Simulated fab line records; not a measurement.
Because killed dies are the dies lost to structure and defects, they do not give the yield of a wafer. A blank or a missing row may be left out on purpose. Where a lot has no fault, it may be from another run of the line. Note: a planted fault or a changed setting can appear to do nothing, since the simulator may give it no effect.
Matching of chambers    flow n5Finfet    N5_BEOL_M11_PECVD_70 on pecvd-04: 3 sister chambers
The step deposits SiO2 from TEOS/O2, target thk 20 nm, time 22.7 s. 6 wafers are shown with their chamber, then 7 later ones without.

## WAFERS, EACH WITH ITS CHAMBER
wafer   chamber  showerheadPlenumPTorr (Torr)  throttleValvePct (%)
L550.1  2        8.78                          23.1
L550.2  1        8.71                          22.9
L551.2  0        8.61                          22.7
L551.3  1        8.71                          22.8
L551.4  0        8.65                          22.7
L555.1  2        8.77                          23.2

## WAFERS WITH NO CHAMBER GIVEN
wafer   showerheadPlenumPTorr (Torr)  throttleValvePct (%)
L555.4  8.69                          23.1
L554.2  8.61                          22.7
L554.4  8.80                          22.8
L554.5  8.62                          22.5
L556.2  8.69                          22.6
L556.4  8.78                          22.8
L556.5  8.70                          23.0

## EACH ONE'S CHAMBER
wafer   from the rows above      in truth
L555.4  can't be placed: 1 or 2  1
L554.2  0                        0
L554.4  can't be placed: 1 or 2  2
L554.5  0                        0
L556.2  can't be placed: 0 or 1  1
L556.4  can't be placed: 1 or 2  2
L556.5  1                        1
3 of 7 placed correctly. Not placeable from these rows: 4 (in 4, the candidates include the true chamber). Placed wrongly: 0.
How it was worked out, from the rows above alone: a wafer's distance from a chamber is the root of the sum, over the readings, of the square of ((its reading less the chamber's mean) divided by the reading's scatter). The wafer belongs to the nearest chamber; if the next one is less than 2 further off, it can't be placed. A chamber's mean is the mean of its shown wafers. How the scatter is found: for the shown wafers, subtract from each reading the mean of its chamber, square and add these, divide the total by (wafers less chambers), then take the root.
